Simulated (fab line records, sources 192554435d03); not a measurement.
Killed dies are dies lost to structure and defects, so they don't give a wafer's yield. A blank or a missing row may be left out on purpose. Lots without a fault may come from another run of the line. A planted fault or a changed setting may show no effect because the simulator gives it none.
fab line records | flow n5_finfet
record lots=7 wafers=21
route steps=1938 shown MOL_CONTACT_COAG@562 BEOL_M0_SAQP@643 BEOL_M0@715 BEOL_M1@792 BEOL_M2@867 BEOL_M3@959 BEOL_M4@1023
start_h: hours from the record's first day to the start of the lot's first wafer shown | wait_h: hours since the lot's step before | " the same as in the row above | L1.1+2: a row that stands for several wafers | - no value, or no start given | * or withheld: withheld | < > ~ a bound
route shown NAME@n: a module of which the file shows steps, and the number in the route of the first | usual: mean/standard deviation of fault-free wafers | same: alike in all rows | chamber/n: place in a boat | sites: the reading at each site | _std_site: their standard deviation | _edge_site: outer sites' mean less inner sites' | radius_mm: how far each site lies from the wafer's centre | mask NAME#n: copy n | behind: the tool/chamber that last shaped the wafer | hold: why the lot was held/for how many hours/how that ended | device: the transistor (n, p or np) that didn't switch | end of line: the same wafers' tests at the end of the route | a step without rows: its recipe alone | killed: dies lost to structure and defects at the first sort, not the wafer's yield | map: a wafer's dies, x killed, . not, _ none there
set.NAME: the setting as run; set.NAME@STEP: as run at that earlier step | model.NAME: the simulator's own value behind a step, which no gauge read
lots whose settings were changed on purpose; a table a step, a row a wafer
## steps
# step N5_MOL_CONTACT_COAG_ALD_123
# recipe material=SiNx target_thk_a=50 temp_c=400 ald_precursor_family=SiH2I2 ald_co_reactant=N2/H2-plasma pulse_time_s=1 purge_time_s=2 co_reactant_purge_time_s=2 ald_cycles=100 pressure_torr=2
# columns lot.wafer tool chamber start_h wait_h set.ald_cycles model.SiNx_of_MOL_CONTACT_COAG_ALD_123.thk_nm
L078.1+3+5 ald_sin-01 3,1,0 119.34 0.0 112 5.6
L080.2+3 ald_sin-02 3,2 130.80 0.0 100 5
L080.4 " 3 " " 87 4.4
L082.3+5+6 ald_sin-04 2,1,2 154.45 0.0 100 5
L085.1+5 ald_sin-02 3,2 161.45 0.0 100 5
L085.6 " 3 " " 111 5.6
L089.3+5+6 ald_sin-02 2,0,1 186.17 0.2 100 5
L092.2+5 ald_sin-04 0,3 207.99 0.0 115 5.8
L092.6 " 2 " " 100 5
L094.1 ald_sin-04 0 216.81 0.0 87 4.4
L094.3+4 " 1,2 " " 100 5
# step N5_MOL_CONTACT_COAG_VIA_ETCH_46
# recipe chemistry=C4F6/O2 target_depth_a=460 overetch_a=92 mask_material=SOC target=SiO2 bias_w=455 pressure_mtorr=10 time_s=40 source_w=325 Ar_flow_sccm=300 C4F6_flow_sccm=10 O2_flow_sccm=10 ion_energy_ev=575.3 ends=end_point
# usual rf_vpp_V=1594/47
# columns lot.wafer tool chamber start_h wait_h set.bias_w rf_vpp_V
L078.1 rie_diel-04 1 121.55 0.0 455 1614
L078.3 " 0 " " 455 1612
L078.5 " 3 " " 455 1678
L080.2 rie_diel-04 0 132.56 0.0 395 1450
L080.3 " 1 " " 395 1452
L080.4 " 2 " " 455 1541
L082.3 rie_diel-04 3 155.93 0.0 455 1679
L082.5 " 0 " " 455 1612
L082.6 " 2 " " 455 1539
L085.1 rie_diel-05 1 162.98 0.0 455 1601
L085.5 " 1 " " 455 1601
L085.6 " 0 " " 455 1606
L089.3 rie_diel-05 2 188.49 0.0 455 1597
L089.5 " 0 " " 401.7 1460
L089.6 " 1 " " 455 1601
L092.2 rie_diel-05 1 209.53 0.0 385 1412
L092.5 " 3 " " 385 1344
L092.6 " 0 " " 455 1604
L094.1 rie_diel-01 1 218.26 0.0 520.6 1700
L094.3 " 3 " " 520.6 1763
L094.4 " 3 " " 455 1596
# step N5_MOL_CONTACT_COAG_COAT_34
# recipe resist=CAR-EUV spin_rpm=1500 resist_thk_nm=40
# columns lot.wafer tool chamber start_h wait_h set.spin_rpm model.CAR-EUV_of_MOL_CONTACT_COAG_COAT_34.thk_nm
L078.1 litho_track-05 0 - - 1605 38.6
L078.3 " 0 " " 1500 39.8
L078.5 " 0 " " 1500 40
L080.2 litho_track-04 0 - - 1634 38.4
L080.3 " 0 " " 1500 40
L080.4 " 0 " " 1500 40.2
L082.3+6 litho_track-02 0 - - 1500 40
L082.5 " 0 " " 1500 40.2
L085.1+5 litho_track-02 0 - - 1500 40
L085.6 " 0 " " 1500 40.2
L089.3 litho_track-05 0 - - 1602 38.6
L089.5+6 " 0 " " 1500 40
L092.2 litho_track-05 0 - - 1576 39
L092.5+6 " 0 " " 1576 39.2
L094.1 litho_track-05 0 - - 1500 39.8
L094.3+4 " 0 " " 1500 40
# step N5_MOL_CONTACT_COAG_EBR_36
# recipe solvent=PGMEA ebr_width_mm=1.5
# step N5_MOL_CONTACT_COAG_SOFTBAKE_35
# recipe temp_c=110 time_s=60 resist=CAR-EUV
# step N5_MOL_CONTACT_COAG_EXPOSE_37
# recipe mask_id=VD na=0.33 source_shape=annular sigma_inner=0.3 sigma_outer=0.7 polarization=unpolarized defocus_nm=0 dose_mj=62
# step N5_MOL_CONTACT_COAG_PEB_38
# recipe peb_temp_c=100 peb_time_s=60 resist=CAR-EUV
# step N5_MOL_CONTACT_COAG_DEVELOP_39
# recipe develop_time_s=30 developer=TMAH resist=CAR-EUV rinse_liquid=surfactant_rinse dry=air_spin dev_temp_c=23
# columns lot.wafer tool chamber start_h wait_h set.spin_rpm@MOL_CONTACT_COAG_COAT_34 model.CAR-EUV_of_MOL_CONTACT_COAG_COAT_34.thk_nm
L078.1 litho_track-05 0 - - 1605 38.2
L078.3+5 " 0 " " 1500 39.4
L080.2 litho_track-02 0 - - 1634 38
L080.3 " 0 " " 1500 39.6
L080.4 " 0 " " 1500 39.8
L082.3+6 litho_track-04 0 - - 1500 39.6
L082.5 " 0 " " 1500 39.8
L085.1 litho_track-05 0 - - 1500 39.4
L085.5 " 0 " " 1500 39.6
L085.6 " 0 " " 1500 39.8
L089.3 litho_track-05 0 - - 1602 38.2
L089.5+6 " 0 " " 1500 39.4
L092.2+5+6 litho_track-05 0 - - 1576 38.6
L094.1+4 litho_track-04 0 - - 1500 39.4
L094.3 " 0 " " 1500 39.6
# step N5_MOL_CONTACT_COAG_STRIP_120
# recipe chemistry=CHF3 resist=SiARC rf_frequency_hz=6e+07
# step N5_MOL_CONTACT_COAG_VIA_ETCH_117
# recipe chemistry=C4F6/O2 target_depth_a=400 overetch_a=80 mask_material=SOC target=SiO2 bias_w=455 pressure_mtorr=10 time_s=26 source_w=325 Ar_flow_sccm=300 C4F6_flow_sccm=10 O2_flow_sccm=10 ion_energy_ev=575.3 ends=end_point
# step N5_MOL_CONTACT_COAG_ETCH_124
# recipe chemistry=CH3F/O2 target=SiNx target_depth_a=65 mask_material=SOC stop_on=SiOC over_etch_frac=0.3 ion_energy_ev=120 pressure_mtorr=30 source_w=395 bias_w=73 Ar_flow_sccm=150 CH3F_flow_sccm=30 O2_flow_sccm=20 ends=end_point
# columns lot.wafer tool chamber start_h wait_h set.ald_cycles@MOL_CONTACT_COAG_ALD_123 model.etch.depth_nm
L078.1 rie_diel-05 1 124.82 0.0 112 5.598
L078.3 " 1 " " 112 5.604
L078.5 " 3 " " 112 5.594
L080.2 rie_diel-04 3 133.83 0.0 100 5.006
L080.3 " 2 " " 100 4.996
L080.4 " 1 " " 87 4.403
L082.3 rie_diel-05 1 157.37 0.0 100 5.022
L082.5 " 2 " " 100 4.997
L082.6 " 1 " " 100 5.012
L085.1 rie_diel-05 2 164.26 0.0 100 4.997
L085.5 " 3 " " 100 4.947
L085.6 " 0 " " 111 5.531
L089.3 rie_diel-05 2 189.89 0.0 100 4.999
L089.5 " 3 " " 100 4.976
L089.6 " 0 " " 100 4.992
L092.2 rie_diel-05 2 211.03 0.0 115 5.735
L092.5 " 1 " " 115 5.763
L092.6 " 0 " " 100 4.975
L094.1 rie_diel-01 1 219.53 0.0 87 4.389
L094.3 " 3 " " 100 4.972
L094.4 " 3 " " 100 5.01
# step N5_BEOL_M0_SAQP_COAT_08
# recipe resist=CAR-ArF spin_rpm=1500 resist_thk_nm=90
# columns lot.wafer tool chamber start_h wait_h set.spin_rpm model.CAR-ArF_of_BEOL_M0_SAQP_COAT_08.thk_nm
L078.1 litho_track-01 0 - - 1500 90.2
L078.3 " 0 " " 1500 90
L078.5 " 0 " " 1500 89.8
L080.2 litho_track-01 0 - - 1500 90
L080.3+4 " 0 " " 1557 88.4
L082.3 litho_track-01 0 - - 1500 89.4
L082.5 " 0 " " 1500 90
L082.6 " 0 " " 1500 89.8
L085.1 litho_track-03 0 - - 1658 85.8
L085.5 " 0 " " 1500 90.4
L085.6 " 0 " " 1500 90.2
L089.3 litho_track-01 0 - - 1658 85.4
L089.5 " 0 " " 1500 90
L089.6 " 0 " " 1658 85.2
L092.2+6 litho_track-03 0 - - 1500 90.2
L092.5 " 0 " " 1500 90
L094.1 litho_track-03 0 - - 1457 91.6
L094.3 " 0 " " 1500 90.2
L094.4 " 0 " " 1457 91.4
# step N5_BEOL_M0_ETCH_138
# recipe chemistry=CH3F/O2 target_depth_a=120 target=SiCN time_s=31.6 ion_energy_ev=120 pressure_mtorr=30 source_w=395 bias_w=75 Ar_flow_sccm=150 CH3F_flow_sccm=30 O2_flow_sccm=20 ends=cleared
# usual rf_vpp_V=296.7/1.6
# columns lot.wafer tool chamber start_h wait_h set.source_w rf_vpp_V
L078.1 rie_diel-05 1 136.76 0.0 395 295.7
L078.3 " 2 " " 395 299.0
L078.5 " 1 " " 395 295.0
L080.2 rie_diel-01 1 145.84 0.0 395 300.0
L080.3 " 3 " " 395 296.0
L080.4 " 2 " " 395 296.3
L082.3 rie_diel-05 0 168.90 0.0 395 295.9
L082.5 " 3 " " 395 297.4
L082.6 " 0 " " 395 296.2
L085.1 rie_diel-05 1 179.29 0.0 364.2 303.0
L085.5 " 2 " " 395 299.0
L085.6 " 3 " " 395 294.7
L089.3 rie_diel-04 2 203.43 0.0 452.4 282.9
L089.5 " 0 " " 395 297.6
L089.6 " 1 " " 395 299.6
L092.2 rie_diel-05 0 230.61 0.0 352 305.5
L092.5 " 0 " " 395 295.2
L092.6 " 3 " " 352 306.1
L094.1 rie_diel-01 1 233.23 0.0 395 301.0
L094.3 " 2 " " 395 295.5
L094.4 " 0 " " 395 297.8
# step N5_BEOL_M0_ETCH_128
# recipe chemistry=CF4/N2 target_depth_a=120 overetch_a=51 target=SiCN time_s=21.4 ion_energy_ev=150 pressure_mtorr=40 source_w=430 bias_w=70 Ar_flow_sccm=100 cf4_flow_sccm=60 n2_flow_sccm=60
# usual rf_vpp_V=381.9/1.5
# columns lot.wafer tool chamber start_h wait_h set.source_w rf_vpp_V
L078.1 rie_diel-04 2 138.48 0.0 357 404.6
L078.3 " 1 " " 430 380.0
L078.5 " 1 " " 430 379.9
L080.2 rie_diel-01 2 148.13 0.5 354.3 406.6
L080.3 " 1 " " 354.3 408.9
L080.4 " 2 " " 430 381.8
L082.3 rie_diel-04 3 169.93 0.0 430 382.2
L082.5 " 2 " " 430 381.9
L082.6 " 0 " " 430 381.7
L085.1 rie_diel-01 3 180.08 0.3 363.3 404.1
L085.5 " 3 " " 363.3 404.3
L085.6 " 2 " " 430 381.1
L089.3 rie_diel-01 2 204.69 0.1 430 381.7
L089.5 " 2 " " 430 382.0
L089.6 " 1 " " 430 383.3
L092.2 rie_diel-05 0 232.00 0.7 494.3 364.1
L092.5 " 0 " " 494.3 364.2
L092.6 " 1 " " 430 380.5
L094.1 rie_diel-04 2 233.83 0.0 430 379.7
L094.3 " 0 " " 430 381.8
L094.4 " 3 " " 430 383.0
# step N5_BEOL_M1_ALD_98
# recipe material=SiO2 target_thk_a=25 temp_c=100 ald_precursor_family=BDEAS ald_co_reactant=O2-plasma pulse_time_s=1 co_reactant_pulse_time_s=1 purge_time_s=2 co_reactant_purge_time_s=2 ald_cycles=17 pressure_torr=2
# columns lot.wafer tool chamber start_h wait_h set.ald_cycles model.SiO2_of_BEOL_M1_ALD_98.thk_nm
L078.1+5 ald_sin-03 3,0 145.26 0.1 19 2.8
L078.3 " 1 " " 17 2.4
L080.2+4 ald_sin-04 3,1 157.46 0.7 17 2.6
L080.3 " 0 " " 16 2.4
L082.3 ald_sin-04 0 175.90 0.2 17 2.6
L082.5+6 " 3,2 " " 17 2.4
L085.1+6 ald_sin-03 2 187.78 0.4 18 2.6
L085.5 " 0 " " 17 2.6
L089.3+6 ald_sin-02 0 210.61 0.1 17 2.6
L089.5 " 3 " " 16 2.4
L092.2+6 ald_sin-02 0 239.51 0.1 14 2
L092.5 " 1 " " 17 2.6
L094.1 ald_sin-03 0 240.91 0.1 17 2.4
L094.3+4 " 3,0 " " 17 2.6
# step N5_BEOL_M2_COAT_67
# recipe resist=SOC temp_c=250 time_s=60 spin_rpm=1500 resist_thk_nm=60
# columns lot.wafer tool chamber start_h wait_h set.spin_rpm model.SOC_of_BEOL_M2_COAT_67.thk_nm
L078.1+3 litho_track-02 0 153.37 0.0 1639 57.4
L078.5 " 0 " " 1500 60.2
L080.2 litho_track-02 0 164.32 0.0 1359 62.8
L080.3 " 0 " " 1359 63.2
L080.4 " 0 " " 1500 60
L082.3+5+6 litho_track-02 0 187.54 0.0 1500 60
L085.1+6 litho_track-03 0 198.66 0.0 1500 60.2
L085.5 " 0 " " 1500 60.4
L089.3+5+6 litho_track-02 0 220.66 0.0 1500 60
L092.2 litho_track-01 0 248.61 0.0 1500 60.2
L092.5 " 0 " " 1347 63
L092.6 " 0 " " 1347 63.4
L094.1+3 litho_track-01 0 250.89 0.0 1500 60.2
L094.4 " 0 " " 1550 59.4
# step N5_BEOL_M2_COAT_76
# recipe resist=underlayer temp_c=205 time_s=60 spin_rpm=1500 resist_thk_nm=5
# columns lot.wafer tool chamber start_h wait_h set.time_s
L078.1+5 litho_track-02 0 - - 51.8
L078.3 " 0 " " 60
L080.2+3+4 litho_track-02 0 - - 60
L082.3+5+6 litho_track-02 0 - - 60
L085.1+5+6 litho_track-03 0 - - 60
L089.3+5+6 litho_track-02 0 - - 60
L092.2+6 litho_track-01 0 - - 49.02
L092.5 " 0 " " 60
L094.1 litho_track-01 0 - - 60
L094.3+4 " 0 " " 47.15
# step N5_BEOL_M2_COAT_22
# recipe resist=CAR-EUV spin_rpm=1500 resist_thk_nm=30
# step N5_BEOL_M2_EBR_24
# recipe solvent=PGMEA ebr_width_mm=1.5
# step N5_BEOL_M2_ALD_98
# recipe material=SiO2 target_thk_a=25 temp_c=100 ald_precursor_family=BDEAS ald_co_reactant=O2-plasma pulse_time_s=1 co_reactant_pulse_time_s=1 purge_time_s=2 co_reactant_purge_time_s=2 ald_cycles=17 pressure_torr=2
# step N5_BEOL_M2_ETCHBACK_99
# recipe chemistry=CHF3 target=SiO2 target_depth_a=50 time_s=10.4 source_w=215 bias_w=47 Ar_flow_sccm=200 CHF3_flow_sccm=12 ion_energy_ev=100 pressure_mtorr=30
# step N5_BEOL_M2_ETCH_70
# recipe chemistry=N2/H2 target=SOC target_depth_a=800 overetch_a=240 mask_material=SiARC temp_c=40 time_s=130 ion_energy_ev=200 pressure_mtorr=30 source_w=840 bias_w=150 n2_flow_sccm=200 h2_flow_sccm=200
# columns lot.wafer tool chamber start_h wait_h set.spin_rpm@BEOL_M2_COAT_67 model.etch.depth_nm
L078.1 rie_diel-04 3 154.90 0.0 1639 57.39
L078.3 " 0 " " 1639 57.48
L078.5 " 3 " " 1500 60.17
L080.2 rie_diel-04 0 165.03 0.0 1359 62.88
L080.3 " 3 " " 1359 63.1
L080.4 " 1 " " 1500 60
L082.3+6 rie_diel-01 0 189.09 0.0 1500 59.94
L082.5 " 3 " " 1500 59.98
L085.1 rie_diel-05 3 201.05 0.0 1500 60.29
L085.5 " 3 " " 1500 60.38
L085.6 " 0 " " 1500 60.3
L089.3 rie_diel-04 1 221.87 0.0 1500 60.02
L089.5 " 1 " " 1500 60.05
L089.6 " 2 " " 1500 59.94
L092.2 rie_diel-05 3 254.10 0.0 1500 60.13
L092.5 " 0 " " 1347 62.96
L092.6 " 3 " " 1347 63.37
L094.1 rie_diel-04 3 256.67 0.0 1500 60.17
L094.3 " 1 " " 1500 60.24
L094.4 " 2 " " 1550 59.39
# step N5_BEOL_M3_COAT_76
# recipe resist=underlayer temp_c=205 time_s=60 spin_rpm=1500 resist_thk_nm=5
# columns lot.wafer tool chamber start_h wait_h set.spin_rpm
L078.1+3+5 litho_track-02 0 - - 1500
L080.2+3+4 litho_track-02 0 - - 1500
L082.3+5+6 litho_track-04 0 - - 1500
L085.1 litho_track-04 0 - - 1627
L085.5+6 " 0 " " 1500
L089.3+5+6 litho_track-04 0 - - 1500
L092.2+5+6 litho_track-02 0 - - 1500
L094.1+3 litho_track-02 0 - - 1594
L094.4 " 0 " " 1500
# step N5_BEOL_M3_COAT_22
# recipe resist=CAR-EUV spin_rpm=1500 resist_thk_nm=30
# columns lot.wafer tool chamber start_h wait_h set.spin_rpm model.CAR-EUV_of_BEOL_M3_COAT_22.thk_nm
L078.1 litho_track-02 0 - - 1574 29.2
L078.3+5 " 0 " " 1500 30
L080.2+3 litho_track-02 0 - - 1599 29
L080.4 " 0 " " 1500 30
L082.3+5+6 litho_track-04 0 - - 1500 30
L085.1+6 litho_track-04 0 - - 1500 30
L085.5 " 0 " " 1556 29.4
L089.3+5 litho_track-04 0 - - 1500 30
L089.6 " 0 " " 1500 29.8
L092.2+5+6 litho_track-02 0 - - 1500 30
L094.1+4 litho_track-02 0 - - 1500 30
L094.3 " 0 " " 1457 30.4
# step N5_BEOL_M3_EBR_24
# recipe solvent=PGMEA ebr_width_mm=1.5
# step N5_BEOL_M3_SOFTBAKE_23
# recipe temp_c=110 time_s=60 resist=CAR-EUV
# step N5_BEOL_M3_EXPOSE_25
# recipe mask_id=V2 na=0.33 source_shape=quasar sigma_inner=0.2 sigma_outer=0.8 polarization=unpolarized defocus_nm=5 dose_mj=63
# step N5_BEOL_M3_PEB_26
# recipe peb_temp_c=100 peb_time_s=60 resist=CAR-EUV
# step N5_BEOL_M3_DEVELOP_27
# recipe develop_time_s=30 developer=TMAH resist=CAR-EUV rinse_liquid=surfactant_rinse dry=air_spin dev_temp_c=23
# columns lot.wafer tool chamber start_h wait_h set.spin_rpm@BEOL_M3_COAT_22 model.CAR-EUV_of_BEOL_M3_COAT_22.thk_nm
L078.1 litho_track-04 0 - - 1574 28.8
L078.3 " 0 " " 1500 29.6
L078.5 " 0 " " 1500 29.4
L080.2+3 litho_track-04 0 - - 1599 28.6
L080.4 " 0 " " 1500 29.6
L082.3+6 litho_track-02 0 - - 1500 29.4
L082.5 " 0 " " 1500 29.6
L085.1+6 litho_track-04 0 - - 1500 29.6
L085.5 " 0 " " 1556 29
L089.3+5+6 litho_track-02 0 - - 1500 29.4
L092.2+5 litho_track-04 0 - - 1500 29.6
L092.6 " 0 " " 1500 29.4
L094.1+4 litho_track-05 0 - - 1500 29.6
L094.3 " 0 " " 1457 29.8
# step N5_BEOL_M3_DESCUM_33
# recipe chemistry=O2 time_s=7 source_power_w=50 bias_power_w=20 pressure_mtorr=20 rf_frequency_hz=2.712e+07 temp_c=40 resist=CAR-EUV o2_flow_sccm=225
# step N5_BEOL_M3_ETCH_77
# recipe chemistry=N2/H2 target=underlayer target_depth_a=65 mask_material=CAR-EUV time_s=5.2 ion_energy_ev=200 pressure_mtorr=30 source_w=840 bias_w=150 n2_flow_sccm=200 h2_flow_sccm=200 ends=cleared
# columns lot.wafer tool chamber start_h wait_h set.spin_rpm@BEOL_M3_COAT_76 model.etch.depth_nm
L078.1 rie_diel-03 2 163.91 0.0 1500 4.979
L078.3 " 1 " " 1500 4.981
L078.5 " 0 " " 1500 4.994
L080.2 rie_diel-06 0 172.80 0.0 1500 5.018
L080.3 " 3 " " 1500 5.014
L080.4 " 2 " " 1500 4.996
L082.3 rie_diel-03 1 196.04 0.0 1500 4.99
L082.5 " 2 " " 1500 5.004
L082.6 " 3 " " 1500 4.995
L085.1 rie_diel-03 2 208.80 0.0 1627 4.792
L085.5 " 2 " " 1500 4.993
L085.6 " 1 " " 1500 4.977
L089.3 rie_diel-06 2 229.59 0.0 1500 4.981
L089.5 " 1 " " 1500 4.957
L089.6 " 0 " " 1500 4.979
L092.2 rie_diel-06 3 262.64 0.0 1500 4.986
L092.5 " 3 " " 1500 4.997
L092.6 " 2 " " 1500 4.993
L094.1 rie_diel-02 3 263.62 0.0 1594 4.847
L094.3 " 2 " " 1594 4.851
L094.4 " 0 " " 1500 4.966
# step N5_BEOL_M4_PECVD_72
# recipe material=SiO2 target_thk_a=160 temp_c=400 precursor=TEOS/O2 pressure_torr=5.5 rf_w=450 teos_flow_sccm=53.8 gas=O2 flow_sccm=3000 time_s=18
# columns lot.wafer tool chamber start_h wait_h set.time_s model.SiO2_of_BEOL_M4_PECVD_72.thk_nm
L078.1+3 pecvd-01 0,2 168.97 0.0 20.07 17.6
L078.5 " 1 " " 20.07 18
L080.2 pecvd-04 1 178.03 0.0 18 15.8
L080.3+4 " 2 " " 18 16.2
L082.3 pecvd-02 0 202.30 0.0 18 15.6
L082.5 " 0 " " 18 16
L082.6 " 1 " " 18 16.6
L085.1 pecvd-04 0 214.75 0.0 15.96 14
L085.5 " 0 " " 15.96 14.4
L085.6 " 2 " " 18 16.2
L089.3 pecvd-01 1 234.31 0.0 18 15.8
L089.5+6 " 0,1 " " 15.93 14.2
L092.2 pecvd-01 1 270.53 0.0 18 15.8
L092.5 " 0 " " 20.08 18
L092.6 " 2 " " 18 16.2
L094.1 pecvd-02 0 277.39 0.0 15.53 13.6
L094.3 " 2 " " 15.53 13.2
L094.4 " 0 " " 15.53 14
## key
split step=N5_MOL_CONTACT_COAG_ALD_123 setting=ald_cycles stated=100 by=wafer
response step=N5_MOL_CONTACT_COAG_ALD_123 reading=model.SiNx_of_MOL_CONTACT_COAG_ALD_123.thk_nm change=+0.05 per=1% r=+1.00
response step=N5_MOL_CONTACT_COAG_ETCH_124 reading=model.etch.depth_nm change=+0.0488 per=1% r=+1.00
split step=N5_MOL_CONTACT_COAG_VIA_ETCH_46 setting=bias_w stated=455 by=wafer
response step=N5_MOL_CONTACT_COAG_VIA_ETCH_46 reading=rf_vpp_V change=+10.9 per=1% r=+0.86
split step=N5_MOL_CONTACT_COAG_COAT_34 setting=spin_rpm stated=1500 by=wafer
response step=N5_MOL_CONTACT_COAG_COAT_34 reading=model.CAR-EUV_of_MOL_CONTACT_COAG_COAT_34.thk_nm change=-0.193 per=1% r=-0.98
response step=N5_MOL_CONTACT_COAG_DEVELOP_39 reading=model.CAR-EUV_of_MOL_CONTACT_COAG_COAT_34.thk_nm change=-0.181 per=1% r=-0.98
split step=N5_BEOL_M0_SAQP_COAT_08 setting=spin_rpm stated=1500 by=wafer
response step=N5_BEOL_M0_SAQP_COAT_08 reading=model.CAR-ArF_of_BEOL_M0_SAQP_COAT_08.thk_nm change=-0.436 per=1% r=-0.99
split step=N5_BEOL_M0_ETCH_138 setting=source_w stated=395 by=wafer
response step=N5_BEOL_M0_ETCH_138 reading=rf_vpp_V change=-1 per=1% r=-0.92
split step=N5_BEOL_M0_ETCH_128 setting=source_w stated=430 by=wafer
response step=N5_BEOL_M0_ETCH_128 reading=rf_vpp_V change=-1.39 per=1% r=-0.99
split step=N5_BEOL_M1_ALD_98 setting=ald_cycles stated=17 by=wafer
response step=N5_BEOL_M1_ALD_98 reading=model.SiO2_of_BEOL_M1_ALD_98.thk_nm change=+0.0319 per=1% r=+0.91
split step=N5_BEOL_M2_COAT_67 setting=spin_rpm stated=1500 by=wafer
response step=N5_BEOL_M2_COAT_67 reading=model.SOC_of_BEOL_M2_COAT_67.thk_nm change=-0.302 per=1% r=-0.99
response step=N5_BEOL_M2_ETCH_70 reading=model.etch.depth_nm change=-0.301 per=1% r=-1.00
split step=N5_BEOL_M2_COAT_76 setting=time_s stated=60 by=wafer
response none clear
split step=N5_BEOL_M3_COAT_76 setting=spin_rpm stated=1500 by=wafer
response step=N5_BEOL_M3_ETCH_77 reading=model.etch.depth_nm change=-0.0213 per=1% r=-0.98
split step=N5_BEOL_M3_COAT_22 setting=spin_rpm stated=1500 by=wafer
response step=N5_BEOL_M3_COAT_22 reading=model.CAR-EUV_of_BEOL_M3_COAT_22.thk_nm change=-0.155 per=1% r=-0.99
response step=N5_BEOL_M3_DEVELOP_27 reading=model.CAR-EUV_of_BEOL_M3_COAT_22.thk_nm change=-0.143 per=1% r=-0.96
split step=N5_BEOL_M4_PECVD_72 setting=time_s stated=18 by=wafer
response step=N5_BEOL_M4_PECVD_72 reading=model.SiO2_of_BEOL_M4_PECVD_72.thk_nm change=+0.163 per=1% r=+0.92
